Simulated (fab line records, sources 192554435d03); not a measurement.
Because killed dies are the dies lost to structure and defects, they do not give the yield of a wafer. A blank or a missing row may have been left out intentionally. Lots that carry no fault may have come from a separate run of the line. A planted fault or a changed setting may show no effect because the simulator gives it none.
Matching of chambers || flow n5_finfet || 4 sister chambers for N5_BEOL_M4_ETCH_77 on rie_diel-02
The step etches underlayer in N2/H2, target depth 6.5 nm, time 5.2 s. 8 wafers are shown with their chamber, then 7 later ones without.

WAFERS WITH THEIR CHAMBER
{"wafer": "L075.1", "chamber": 3, "drypump_motor_current_A (A)": 5.1, "showerhead_plenum_p_Torr (Torr)": 2.58}
{"wafer": "L084.1", "chamber": 3, "drypump_motor_current_A (A)": 5.1, "showerhead_plenum_p_Torr (Torr)": 2.57}
{"wafer": "L085.2", "chamber": 0, "drypump_motor_current_A (A)": 5.3, "showerhead_plenum_p_Torr (Torr)": 2.49}
{"wafer": "L085.5", "chamber": 2, "drypump_motor_current_A (A)": 5.8, "showerhead_plenum_p_Torr (Torr)": 2.47}
{"wafer": "L086.2", "chamber": 0, "drypump_motor_current_A (A)": 5.2, "showerhead_plenum_p_Torr (Torr)": 2.48}
{"wafer": "L086.6", "chamber": 1, "drypump_motor_current_A (A)": 6.1, "showerhead_plenum_p_Torr (Torr)": 2.56}
{"wafer": "L088.1", "chamber": 2, "drypump_motor_current_A (A)": 5.8, "showerhead_plenum_p_Torr (Torr)": 2.46}
{"wafer": "L088.4", "chamber": 1, "drypump_motor_current_A (A)": 6.2, "showerhead_plenum_p_Torr (Torr)": 2.56}

WAFERS MISSING THEIR CHAMBER
{"wafer": "L088.5", "drypump_motor_current_A (A)": 5.2, "showerhead_plenum_p_Torr (Torr)": 2.48}
{"wafer": "L093.1", "drypump_motor_current_A (A)": 5.2, "showerhead_plenum_p_Torr (Torr)": 2.48}
{"wafer": "L093.4", "drypump_motor_current_A (A)": 5.7, "showerhead_plenum_p_Torr (Torr)": 2.46}
{"wafer": "L093.6", "drypump_motor_current_A (A)": 5.1, "showerhead_plenum_p_Torr (Torr)": 2.56}
{"wafer": "L096.1", "drypump_motor_current_A (A)": 6.2, "showerhead_plenum_p_Torr (Torr)": 2.55}
{"wafer": "L096.4", "drypump_motor_current_A (A)": 5.1, "showerhead_plenum_p_Torr (Torr)": 2.56}
{"wafer": "L096.5", "drypump_motor_current_A (A)": 5.1, "showerhead_plenum_p_Torr (Torr)": 2.56}

WHICH CHAMBER EACH WENT THROUGH
{"wafer": "L088.5", "from the rows above": 0, "in truth": 0}
{"wafer": "L093.1", "from the rows above": 0, "in truth": 0}
{"wafer": "L093.4", "from the rows above": 2, "in truth": 2}
{"wafer": "L093.6", "from the rows above": 3, "in truth": 3}
{"wafer": "L096.1", "from the rows above": 1, "in truth": 1}
{"wafer": "L096.4", "from the rows above": 3, "in truth": 3}
{"wafer": "L096.5", "from the rows above": 3, "in truth": 3}
Correct placement for 7 of the 7. Left unplaced by these rows: 0. Number placed wrongly: 0.
How it was worked out, from the rows above alone: a wafer's distance from a chamber is the root of the sum, over the readings, of the square of ((its reading less the chamber's mean) divided by the reading's scatter). The wafer belongs to the nearest chamber; if the next one is less than 2 further off, it can't be placed. Each chamber's mean is taken over the wafers shown for it. The scatter: the root of (the sum of the squares of (reading less its chamber's mean) over the shown wafers, divided by (wafers less chambers)).
